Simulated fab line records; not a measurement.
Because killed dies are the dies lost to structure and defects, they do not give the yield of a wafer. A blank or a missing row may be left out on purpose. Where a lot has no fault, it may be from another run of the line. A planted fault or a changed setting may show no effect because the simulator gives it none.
Lot-split experiment    flow n5Finfet    21 wafers read across 7 lots, on a route 1938 steps long

== THE SPLIT ITSELF ==
At N5_BEOL_M3_EXPOSE_08 (exposes mask M3), the setting doseMj was moved away from the recipe's 33 on 9 of the 21 wafers read, by -7.0% to +5.1%. For the rest of the wafers, this setting stayed at what the recipe calls for.

== FROM THE SPLIT TO THE READING: what the file shows between them, 11 steps ==
- N5_BEOL_M3_PEB_09: peb time 60 s
- N5_BEOL_M3_DEVELOP_10: develop time 30 s
- N5_BEOL_M3_CD_MEAS_11: target cd 17.05 nm
- N5_BEOL_M3_DESCUM_16: chemistry O2, time 7 s
- N5_BEOL_M3_ETCH_74: etches underlayer in N2/H2, target depth 6.5 nm, time 5.2 s
- N5_BEOL_M3_ETCH_63: etches SiARC in CF4, target depth 15.6 nm, time 26 s
- N5_BEOL_M3_ETCH_64: etches SOC in N2/H2, target depth 75 nm, overetch 15 nm, time 112.5 s
- N5_BEOL_M3_STRIP_65: strips in N2/H2
- N5_BEOL_M3_STRIP_75: strips in N2/H2
- N5_BEOL_M3_HM_OPEN_17: chemistry Cl2/BCl3, target TiN, target depth 20 nm, overetch 6 nm
- N5_BEOL_M3_STRIP_19: strips in O2

== THE READING ==
cdNm, in nm, at N5_BEOL_M3_CD_MEAS_18 (pitch 36 nm, target cd 18 nm). Fault-free wafers of this fab line usually give 18.1 nm, standard deviation 0.32 nm.

wafer   tool, chamber at the split  doseMj as run  against the recipe  cdNm, nm  against lot-mates on the recipe
L074.1  euvScanner-02, 0            33             recipe              17.8      -
L074.3  euvScanner-02, 0            33             recipe              18.0      -
L074.6  euvScanner-02, 0            33             recipe              17.4      -
L080.2  euvScanner-01, 0            33             recipe              18.2      -
L080.3  euvScanner-01, 0            33             recipe              18.5      -
L080.5  euvScanner-01, 0            33             recipe              18.8      -
L091.3  euvScanner-02, 0            33             recipe              17.9      -
L091.4  euvScanner-02, 0            30.69          -7.0%               16.8      -1.3
L091.5  euvScanner-02, 0            33             recipe              18.3      -
L089.2  euvScanner-01, 0            31.07          -5.8%               17.1      -1.4
L089.4  euvScanner-01, 0            33             recipe              18.5      -
L089.6  euvScanner-01, 0            31.07          -5.8%               17.5      -1.0
L092.3  euvScanner-01, 0            33.8           +2.4%               18.4      +0.2
L092.4  euvScanner-01, 0            33             recipe              18.2      -
L092.6  euvScanner-01, 0            33             recipe              18.1      -
L093.1  euvScanner-01, 0            30.85          -6.5%               16.1      no lot-mate on the recipe
L093.4  euvScanner-01, 0            30.85          -6.5%               16.4      no lot-mate on the recipe
L093.5  euvScanner-01, 0            30.85          -6.5%               16.7      no lot-mate on the recipe
L097.1  euvScanner-02, 0            33             recipe              17.7      -
L097.4  euvScanner-02, 0            34.68          +5.1%               19.3      +1.6
L097.5  euvScanner-02, 0            34.68          +5.1%               18.4      +0.7

THE FIT
A straight line over all 21 wafers: cdNm changes by +0.194 nm for each +1% of doseMj; r = +0.87; the points scatter about the line by 0.41 nm.
The same after taking each lot's own level away (the mean of its wafers on the recipe; 18 wafers): +0.203 nm for each +1%; r = +0.93; scatter 0.25 nm.
Per that fit: largest doseMj move, reading shift of 1.4 nm.
Across the lots, their own levels run from 17.70 to 18.50 nm, a range of 2.5 times the standard deviation given above.
The two slopes agree, so the slope changes little with the lot-to-lot level.
Check: with one of the wafers moved furthest among these (-7.0%) left out of the fit, the line predicts -1.47 nm for it against its lot-mates. It came out at -1.3 nm against them.

== THE WHOLE CHAIN: every reading that the file lists as answering this split, in the file's order ==
step                   what it does                                                           reading                                                              change (the file's fit)                r (the file's)
N5_BEOL_M3_CD_MEAS_11  target cd 17.05 nm                                                     cdNm                                                                 +0.18 nm for each +1% of the setting   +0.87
N5_BEOL_M3_ETCH_74     etches underlayer in N2/H2, target depth 6.5 nm, time 5.2 s            BEOL_M3.cdOffsetNm (the simulator's own value, which no gauge read)  +0.172 nm for each +1% of the setting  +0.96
N5_BEOL_M3_ETCH_63     etches SiARC in CF4, target depth 15.6 nm, time 26 s                   BEOL_M3.cdOffsetNm (the simulator's own value, which no gauge read)  +0.196 nm for each +1% of the setting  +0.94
N5_BEOL_M3_ETCH_64     etches SOC in N2/H2, target depth 75 nm, overetch 15 nm, time 112.5 s  BEOL_M3.cdOffsetNm (the simulator's own value, which no gauge read)  +0.182 nm for each +1% of the setting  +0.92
N5_BEOL_M3_CD_MEAS_18  pitch 36 nm, target cd 18 nm                                           cdNm                                                                 +0.196 nm for each +1% of the setting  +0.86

== THE FILE'S OWN FIT ==
cdNm changes by +0.196 nm for each +1% of doseMj, r = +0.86.
